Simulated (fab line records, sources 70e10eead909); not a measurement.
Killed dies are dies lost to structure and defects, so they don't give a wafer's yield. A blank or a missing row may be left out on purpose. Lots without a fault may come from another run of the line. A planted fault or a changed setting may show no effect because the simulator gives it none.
fab line records | flow nand_harc
record lots=7 wafers=21 last_day=33
route steps=1302 shown A_ONON_D1@432
lots that met no fault: from a run of the same line without faults
start_h: hours from the record's first day to the start of the lot's first wafer shown | wait_h: hours since the lot's step before | " the same as in the row above | L1.1+2: a row that stands for several wafers | - no value, or no start given | * or withheld: withheld | < > ~ a bound
route shown NAME@n: a module of which the file shows steps, and the number in the route of the first | usual: mean/standard deviation of fault-free wafers | same: alike in all rows | chamber/n: place in a boat | sites: the reading at each site | _std_site: their standard deviation | _edge_site: outer sites' mean less inner sites' | radius_mm: how far each site lies from the wafer's centre | mask NAME#n: copy n | behind: the tool/chamber that last shaped the wafer | hold: why the lot was held/for how many hours/how that ended | device: the transistor (n, p or np) that didn't switch | end of line: the same wafers' tests at the end of the route | a step without rows: its recipe alone | killed: dies lost to structure and defects at the first sort, not the wafer's yield | map: a wafer's dies, x killed, . not, _ none there
set.NAME: the setting as run; set.NAME@STEP: as run at that earlier step | model.NAME: the simulator's own value behind a step, which no gauge read
lots at some steps of the route; a table a step, a row a wafer
services: from which hour (start_h, from the record's first day; less than 0 if before it) a tool's chamber was out of use, for how many hours, and why
## steps
# step NHARC_A_ONON_D1_DEP_12
# recipe target_thk_a=10000 n2_flow_sccm=2750 n2o_flow_sccm=2000 nh3_flow_sccm=500 sih4_flow_sccm=210 temp_c=400
# step NHARC_A_ONON_D1_THK_MEAS_14
# recipe thk_meas_gauge=ellipsometry
# usual thk_nm=996/9.1
# columns lot.wafer tool chamber start_h wait_h thk_nm
L912.1 film_metro-02 - 187.86 - 999
L912.2 " - " " 1002
L912.3 " - " " 1003
L913.4 film_metro-02 - 194.30 - 987
L913.5 " - " " 987
L913.6 " - " " 985
L917.2 film_metro-02 - 247.26 - 1012
L917.4 " - " " 1014
L917.6 " - " " 1015
L918.2 film_metro-02 - 250.78 - 997
L918.3 " - " " 998
L918.6 " - " " 997
L919.1 film_metro-01 - 262.36 - 1008
L919.5 " - " " 1009
L919.6 " - " " 1007
L926.3 film_metro-01 - 332.04 - 996
L926.4 " - " " 994
L926.5 " - " " 995
L931.2 film_metro-01 - 381.47 - 1014
L931.4 " - " " 1015
L931.5 " - " " 1014
# step NHARC_A_ONON_D1_ANNEAL_15
# recipe temp_c=750 time_s=3600
# step NHARC_A_ONON_D1_DEP_16
# recipe target_thk_a=10000 n2_flow_sccm=2750 n2o_flow_sccm=2000 nh3_flow_sccm=500 sih4_flow_sccm=210 temp_c=400
# step NHARC_A_ONON_D1_THK_MEAS_18
# recipe thk_meas_gauge=ellipsometry
# usual thk_nm=1002/9.8
# columns lot.wafer tool chamber start_h wait_h thk_nm
L912.1 film_metro-02 - 195.64 - 994
L912.2 " - " " 993
L912.3 " - " " 995
L913.4 film_metro-02 - 203.46 - 1004
L913.5 " - " " 1003
L913.6 " - " " 1005
L917.2 film_metro-02 - 255.01 - 1004
L917.4 " - " " 1002
L917.6 " - " " 1004
L918.2 film_metro-02 - 259.62 - 1001
L918.3 " - " " 1001
L918.6 " - " " 1002
L919.1 film_metro-02 - 270.22 - 1001
L919.5 " - " " 1002
L919.6 " - " " 999
L926.3 film_metro-02 - 339.66 - 995
L926.4 " - " " 993
L926.5 " - " " 996
L931.2 film_metro-01 - 390.12 - 990
L931.4 " - " " 992
L931.5 " - " " 993
# step NHARC_A_ONON_D1_DEP_19
# recipe target_thk_a=10000 n2_flow_sccm=2750 n2o_flow_sccm=2000 nh3_flow_sccm=500 sih4_flow_sccm=210 temp_c=400
# step NHARC_A_ONON_D1_THK_MEAS_21
# recipe thk_meas_gauge=ellipsometry
# usual thk_nm=1004/10
# columns lot.wafer tool chamber start_h wait_h thk_nm
L912.1 film_metro-01 - 196.20 - 1001
L912.2 " - " " 1001
L912.3 " - " " 1002
L913.4 film_metro-02 - 204.02 - 993
L913.5 " - " " 994
L913.6 " - " " 995
L917.2 film_metro-02 - 255.58 - 1010
L917.4 " - " " 1010
L917.6 " - " " 1006
L918.2 film_metro-01 - 260.43 - 1002
L918.3 " - " " 1002
L918.6 " - " " 1003
L919.1 film_metro-01 - 270.79 - 1008
L919.5 " - " " 1006
L919.6 " - " " 1008
L926.3 film_metro-02 - 340.22 - 1003
L926.4 " - " " 1005
L926.5 " - " " 1006
L931.2 film_metro-01 - 390.68 - 1008
L931.4 " - " " 1008
L931.5 " - " " 1005
# step NHARC_A_ONON_D1_DEP_22
# recipe target_thk_a=10000 n2_flow_sccm=2750 n2o_flow_sccm=2000 nh3_flow_sccm=500 sih4_flow_sccm=210 temp_c=400
# step NHARC_A_ONON_D1_THK_MEAS_24
# recipe thk_meas_gauge=ellipsometry
# usual thk_nm=999/8.4
# columns lot.wafer tool chamber start_h wait_h thk_nm
L912.1 film_metro-02 - 196.77 - 988
L912.2 " - " " 988
L912.3 " - " " 990
L913.4 film_metro-01 - 204.59 - 986
L913.5 " - " " 987
L913.6 " - " " 987
L917.2 film_metro-01 - 256.15 - 1002
L917.4 " - " " 1002
L917.6 " - " " 1002
L918.2 film_metro-02 - 261.00 - 1007
L918.3 " - " " 1005
L918.6 " - " " 1007
L919.1 film_metro-01 - 271.36 - 990
L919.5 " - " " 991
L919.6 " - " " 989
L926.3 film_metro-01 - 340.79 - 987
L926.4 " - " " 987
L926.5 " - " " 986
L931.2 film_metro-01 - 391.25 - 1019
L931.4 " - " " 1018
L931.5 " - " " 1015
# step NHARC_A_ONON_D1_DEP_25
# recipe target_thk_a=10000 n2_flow_sccm=2750 n2o_flow_sccm=2000 nh3_flow_sccm=500 sih4_flow_sccm=210 temp_c=400
# step NHARC_A_ONON_D1_THK_MEAS_27
# recipe thk_meas_gauge=ellipsometry
# usual thk_nm=1003/9
# columns lot.wafer tool chamber start_h wait_h thk_nm
L912.1 film_metro-01 - 197.33 - 1019
L912.2 " - " " 1018
L912.3 " - " " 1019
L913.4 film_metro-01 - 205.16 - 999
L913.5 " - " " 999
L913.6 " - " " 1001
L917.2 film_metro-01 - 256.71 - 1005
L917.4 " - " " 1003
L917.6 " - " " 1003
L918.2 film_metro-01 - 261.57 - 999
L918.3 " - " " 997
L918.6 " - " " 999
L919.1 film_metro-02 - 271.92 - 1016
L919.5 " - " " 1015
L919.6 " - " " 1014
L926.3 film_metro-01 - 341.36 - 990
L926.4 " - " " 991
L926.5 " - " " 989
L931.2 film_metro-02 - 391.81 - 999
L931.4 " - " " 998
L931.5 " - " " 999
# step NHARC_A_ONON_D1_DEP_28
# recipe target_thk_a=10000 n2_flow_sccm=2750 n2o_flow_sccm=2000 nh3_flow_sccm=500 sih4_flow_sccm=210 temp_c=400
# usual sih4_flow_sccm=210.0/0.61
# columns lot.wafer tool chamber start_h wait_h sih4_flow_sccm
L912.1 pecvd_onon-01 0 197.39 0.1 208.7
L912.2 " 0 " " 210.5
L912.3 " 0 " " 210.4
L913.4 pecvd_onon-02 0 205.39 0.2 209.8
L913.5 " 0 " " 210.5
L913.6 " 0 " " 210.0
L917.2 pecvd_onon-02 0 256.83 0.1 210.6
L917.4 " 0 " " 210.6
L917.6 " 0 " " 209.8
L918.2 pecvd_onon-02 0 261.69 0.1 209.1
L918.3 " 0 " " 210.3
L918.6 " 0 " " 210.2
L919.1 pecvd_onon-02 0 271.98 0.1 209.5
L919.5 " 0 " " 210.5
L919.6 " 0 " " 210.0
L926.3 pecvd_onon-04 0 341.53 0.2 210.5
L926.4 " 0 " " 210.1
L926.5 " 0 " " 210.1
L931.2 pecvd_onon-04 0 391.92 0.1 210.5
L931.4 " 0 " " 210.7
L931.5 " 0 " " 210.5
# step NHARC_A_ONON_D1_THK_MEAS_30
# recipe thk_meas_gauge=ellipsometry
# usual thk_nm=1001/9.4
# columns lot.wafer tool chamber start_h wait_h thk_nm
L912.1 film_metro-01 - 197.90 - 1001
L912.2 " - " " 1000
L912.3 " - " " 1001
L913.4 film_metro-01 - 205.72 - 1003
L913.5 " - " " 1001
L913.6 " - " " 1003
L917.2 film_metro-02 - 257.28 - 1077
L917.4 " - " " 1078
L917.6 " - " " 1077
L918.2 film_metro-02 - 262.14 - 1048
L918.3 " - " " 1047
L918.6 " - " " 1045
L919.1 film_metro-01 - 272.49 - 1052
L919.5 " - " " 1053
L919.6 " - " " 1054
L926.3 film_metro-02 - 341.95 - 996
L926.4 " - " " 995
L926.5 " - " " 997
L931.2 film_metro-01 - 392.38 - 1003
L931.4 " - " " 1003
L931.5 " - " " 1004
# step NHARC_A_ONON_D1_DEP_33
# recipe target_thk_a=2000 temp_c=400 pressure_torr=6.5 rf_w=900 teos_flow_sccm=161.4 flow_sccm=2650 target_thk_nm=200 gas=O2 material=SiO2
# usual heater_power_w=582/95 throttle_valve_pct=16.1/0.57
# columns lot.wafer tool chamber start_h wait_h heater_power_w throttle_valve_pct
L912.3 pecvd-04 2 197.96 0.1 597 15.5
L912.1 " 0 " " 654 16.3
L912.2 " 1 " " 422 16.6
L913.4 pecvd-04 1 205.91 0.2 568 16.3
L913.6 " 2 " " 464 15.4
L913.5 " 0 " " 716 16.2
L917.2 pecvd-03 0 257.33 0.1 680 16.1
L917.4 " 0 " " 674 15.9
L917.6 " 2 " " 505 15.9
L918.2 pecvd-02 1 262.19 0.1 527 16.4
L918.3 " 2 " " 538 17.2
L918.6 " 1 " " 533 16.7
L919.1 pecvd-02 1 272.59 0.1 524 16.3
L919.5 " 0 " " 473 15.7
L919.6 " 2 " " 555 17.2
L926.3 pecvd-04 0 342.01 0.1 576 16.1
L926.5 " 0 " " 627 16.2
L926.4 " 2 " " 561 15.1
L931.2 pecvd-04 1 392.44 0.1 564 16.5
L931.4 " 1 " " 563 16.6
L931.5 " 0 " " 578 16.7
## services
# columns tool chamber start_h hours kind
pecvd-02 0 183.52 20.4 repair
pecvd-03 - 185.18 13.0 pm
pecvd_onon-02 - 185.26 13.0 pm
pecvd-02 - 227.00 13.0 pm
pecvd-02 0 227.00 13.0 vent_cycle
pecvd-02 1 227.00 13.0 vent_cycle
pecvd-02 2 227.00 13.0 vent_cycle
pecvd-03 - 233.55 0.4 repair
pecvd-02 0 240.00 - clean
pecvd-02 1 240.00 - clean
pecvd-02 - 245.64 1.5 repair
pecvd_onon-04 - 258.45 5.6 repair
pecvd_onon-01 - 269.00 13.0 pm
pecvd-04 - 269.38 13.0 pm
pecvd-04 0 269.38 13.0 vent_cycle
pecvd-04 1 269.38 13.0 vent_cycle
pecvd-04 2 269.38 13.0 vent_cycle
pecvd-04 0 282.38 - clean
pecvd-04 1 282.38 - clean
pecvd-04 2 282.38 - clean
pecvd_onon-04 - 311.75 13.0 pm
pecvd_onon-04 - 326.73 2.5 repair
pecvd-03 - 366.18 13.0 pm
pecvd_onon-02 - 366.26 13.0 pm
## key
first_sign step=NHARC_A_ONON_D1_THK_MEAS_30 reading=thk_nm direction=up sigmas=6.2 usual=1001 struck=1059
effect none on later readings
met_at NHARC_A_ONON_D1_DEP_28
struck_wafers L917.2,L917.4,L917.6,L918.2,L918.3,L918.6,L919.1,L919.5,L919.6
sort_left_out L917.2,L917.4,L917.6,L918.2,L918.3,L918.6,L919.1,L919.5,L919.6
tester_left_out L917,L918,L919
onset_between 205.39 256.83
fault kind=process_parameter_drift tool=pecvd_onon-02 chamber=- onset_h=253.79 steps=NHARC_A_ONON_D1_DEP_28 channel=target_thk_a offset=* shape=step end_h=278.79 acts_in=* stated=*
# tester_left_out: of these lots the tester's yield and bins aren't shown, on N5 and GAA mostly nor the transistor test; their killed dies are dies lost to structure and defects alone, not to doping, threshold or leakage, so they don't give the yield
# sort_left_out: the simulated sort isn't trusted on such a fault, so these wafers' sort isn't shown, and their yield isn't known
